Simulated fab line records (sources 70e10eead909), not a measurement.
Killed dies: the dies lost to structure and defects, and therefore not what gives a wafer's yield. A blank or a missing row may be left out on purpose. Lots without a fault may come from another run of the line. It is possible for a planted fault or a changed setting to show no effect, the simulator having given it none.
Which tool was responsible?	flow nand harc	11 lots, 33 wafers sampled, at 6 steps of a route of 1302

== WHAT THE GAUGES SHOWED, per wafer ==
NHARC_A_M0_INSPECT_11. Usual: raw defect count at 91, with a standard deviation of 36.
lot	measured	on	raw defect count	flag
L992	day 22 15:18	defect inspect-01	170 151 148	
L993	day 23 06:19	defect inspect-01	98 100 97	
L995	day 23 23:01	defect inspect-01	25 16 28	
L997	day 24 00:38	defect inspect-01	103 113 102	
L999	day 24 13:37	defect inspect-01	81 85 87	
L100	day 26 04:28	defect inspect-02	115 81 111	
L103	day 26 17:49	defect inspect-01	157 140 129	
L107	day 29 04:28	defect inspect-01	79 91 76	
L110	day 29 19:07	defect inspect-02	90 132 126	
L113	day 30 21:16	defect inspect-02	98 82 89	
L115	day 33 07:15	defect inspect-02	100 92 95	

NHARC_A_M1_CD_MEAS_09: target cd 120 nm. Usual: cd nm at 120.0 nm, with a standard deviation of 0.63.
lot	measured	on	cd nm (nm)	flag
L992	day 22 19:14	cd sem-01	120.4 120.5 120.9	
L993	day 23 10:13	cd sem-01	120.2 120.2 120.2	
L995	day 24 02:58	cd sem-02	120.8 120.5 120.5	
L997	day 24 04:29	cd sem-03	120.6 120.2 120.5	
L999	day 24 17:46	cd sem-01	119.4 119.8 119.9	
L100	day 26 08:24	cd sem-02	120.5 121.0 120.4	
L103	day 26 21:45	cd sem-03	120.3 120.2 120.1	
L107	day 29 08:34	cd sem-03	105.4 105.7 105.9 105.8 105.8 106.1	OFF
L110	day 29 22:56	cd sem-01	108.9 109.4 109.2 108.9 109.6 108.7	OFF
L113	day 31 01:16	cd sem-02	119.9 119.0 118.7	
L115	day 33 11:08	cd sem-01	119.8 120.1 119.8	

NHARC_A_M1_INSPECT_11. Usual: raw defect count at 91, with a standard deviation of 36.
lot	measured	on	raw defect count	flag
L992	day 22 19:22	defect inspect-02	159 150 150	
L993	day 23 10:20	defect inspect-01	96 93 87	
L995	day 24 03:06	defect inspect-01	22 17 25	
L997	day 24 04:37	defect inspect-01	102 119 107	
L999	day 24 17:53	defect inspect-01	79 87 89	
L100	day 26 08:31	defect inspect-01	120 82 109	
L103	day 26 21:52	defect inspect-01	159 135 127	
L107	day 29 12:32	defect inspect-02	78 98 80	
L110	day 30 03:50	defect inspect-01	89 136 128	
L113	day 31 01:23	defect inspect-01	97 90 90	
L115	day 33 11:16	defect inspect-02	103 86 96	

NHARC_END_SORT_01. Usual: defect limited yield 91.6 %, standard deviation 2.8; killed at array 52, standard deviation 18; killed at other 0.6, standard deviation 0.83; killed at periphery 4.3, standard deviation 2.8; killed dies 57, standard deviation 19; killed open 3.4, standard deviation 2; killed short 2.5, standard deviation 1.7; sort_bin_2_pct 3.0 %, standard deviation 1.1; sort_bin_3_pct 0.6 %, standard deviation 0.41; sort_bin_4_pct 4.7 %, standard deviation 1.6; sort n pass 620, standard deviation 19; sort rim yield pct 91 %, standard deviation 3.7; sort yield pct 91.6 %, standard deviation 2.8.
lot	measured	on	defect limited yield (%)	killed at array	killed at other	killed at periphery	killed dies	killed open	killed short	sort_bin_2_pct (%)	sort_bin_3_pct (%)	sort_bin_4_pct (%)	sort n pass	sort rim yield pct (%)	sort yield pct (%)	flag
L107	day 31 14:04	prober-02	92.8 90.0 91.1	46 61 56	0 1 1	3 6 3	49 68 60	2 5 4	2 3 1	3.8 5.2 5.0	0.4 0.1 0.4	3.0 4.7 3.4	628 609 617	93 86 91	92.8 90.0 91.1	
L110	day 31 14:17	prober-01	88.6 87.6 88.9	68 74 70	0 1 0	9 9 5	77 84 75	8 4 4	2 0 0	5.6 4.3 3.8	0.7 0.6 0.9	5.0 7.5 6.4	600 593 602	91 89 91	88.6 87.6 88.9	

== WHICH TOOL RAN EACH LOT (tool, then ch and the chambers of the sampled wafers, then the start) ==
lot	NHARC_A_M0_ETCH_34	NHARC_A_M1_PEB_07
L992	rie diel-06 ch 0,1, day 22 15:27	litho track-01 ch 0, day 22 19:10
L993	rie diel-12 ch 1,2, day 23 06:28	litho track-01 ch 0, day 23 10:08
L995	rie diel-12 ch 0,2,3, day 23 23:10	litho track-06 ch 0, day 24 02:53
L997	rie diel-12 ch 0,2, day 24 00:47	litho track-01 ch 0, day 24 04:25
L999	rie diel-11 ch 1,2, day 24 13:46	litho track-06 ch 0, day 24 17:41
L100	rie diel-11 ch 0,3, day 26 04:37	litho track-01 ch 0, day 26 08:19
L103	rie diel-12 ch 0,1, day 26 17:58	litho track-01 ch 0, day 26 21:40
L107	rie diel-06 ch 0,3, day 29 04:37	litho track-06 ch 0, day 29 08:29
L110	rie diel-12 ch 0,1,2, day 29 19:16	litho track-06 ch 0, day 29 22:52
L113	rie diel-06 ch 0,1, day 30 21:25	litho track-04 ch 0, day 31 01:11
L115	rie diel-12 ch 0,1,2, day 33 07:29	litho track-06 ch 0, day 33 11:04
- NHARC_A_M0_ETCH_34: etches the open film in N2/H2, target depth 40 nm, overetch 12 nm, time 43.94 s.
- NHARC_A_M1_PEB_07: peb time 65 s.

== AS READ BY THE TOOLS THEMSELVES (means over the sampled wafers that have a number; for cases with no such wafer, the mark the record gives instead) ==
NHARC_A_M0_ETCH_34. Usual: drypump motor current A 5.7 A, standard deviation 0.4; mfc ar sccm 0.008 sccm, standard deviation 0.0098; oes product au 0.999 a.u., standard deviation 0.011; rf vpp V 429.7 V, standard deviation 2.7; showerhead plenum p Torr 2.01 Torr, standard deviation 0.095; throttle valve pct 14.172 %, standard deviation 0.0093.
lot	tool	drypump motor current A (A)	mfc ar sccm (sccm)	oes product au (a.u.)	rf vpp V (V)	showerhead plenum p Torr (Torr)	throttle valve pct (%)	flag
L992	rie diel-06	5.4	0.025	1.003	429.9	2.05	14.175	
L993	rie diel-12	5.7	0.005	1.000	433.0	2.13	14.172	
L995	rie diel-12	5.9	0.001	0.991	428.5	1.98	14.167	
L997	rie diel-12	5.8	0.003	1.005	428.2	1.97	14.166	
L999	rie diel-11	5.8	0.003	0.992	429.2	2.01	14.169	
L100	rie diel-11	5.2	0.016	0.999	427.3	1.93	14.169	
L103	rie diel-12	5.4	0.012	1.004	431.8	2.09	14.173	
L107	rie diel-06	6.0	0.017	0.993	430.4	2.04	14.185	
L110	rie diel-12	5.7	0.007	1.000	431.0	2.06	14.173	
L113	rie diel-06	5.7	0.025	0.991	429.5	2.03	14.175	
L115	rie diel-12	5.7	0.007	1.000	431.7	2.06	14.175	

NHARC_A_M1_PEB_07. Usual: chill plate temp C 23.01 C, standard deviation 0.1; heater power total W 156.7 W, standard deviation 0.4; plate temp C 99.99 C, standard deviation 0.14; resist line temp C 22.98 C, standard deviation 0.11.
lot	tool	chill plate temp C (C)	heater power total W (W)	plate temp C (C)	resist line temp C (C)	flag
L992	litho track-01	22.92	157.0	99.94	23.05	
L993	litho track-01	23.04	156.5	100.07	23.03	
L995	litho track-06	22.97	156.5	99.97	23.09	
L997	litho track-01	23.05	156.7	100.05	23.13	
L999	litho track-06	23.07	156.7	100.01	22.84	
L100	litho track-01	22.90	156.6	100.05	22.98	
L103	litho track-01	23.08	156.6	99.90	22.96	
L107	litho track-06	22.93	148.8	96.36	23.05	OFF
L110	litho track-06	22.98	149.2	96.31	22.96	OFF
L113	litho track-04	22.96	156.5	100.08	23.09	
L115	litho track-06	23.16	156.9	99.82	22.98	

== THE ANSWER, worked out from the rows above alone ==
Rule: a lot counts as off when the mean over its wafers that have a number is more than 3 standard deviations away from the usual mean. Also off: a lot with no number at a reading for which 4 or more lots have one. The other lots that the step has rows for count as sound. First the gauges in route order, then the tools' own readings, where a lot's mean is used as printed above. At the first step where some lot is off, the reading lying furthest off is the one used; lots without a number count as furthest.
Off at NHARC_A_M1_CD_MEAS_09 (cd nm): L107, L110.
A tool fits if, at a process step before that reading, it ran every lot that is off, and no sound lot after the first of them. The gauges at NHARC_A_M1_CD_MEAS_09 aren't tried: what is off there is off at NHARC_A_M1_PEB_07 too, on other tools, and a gauge's error can't cause that. Of those tried, none fits.

== WHAT THE SIMULATOR PUT IN ==
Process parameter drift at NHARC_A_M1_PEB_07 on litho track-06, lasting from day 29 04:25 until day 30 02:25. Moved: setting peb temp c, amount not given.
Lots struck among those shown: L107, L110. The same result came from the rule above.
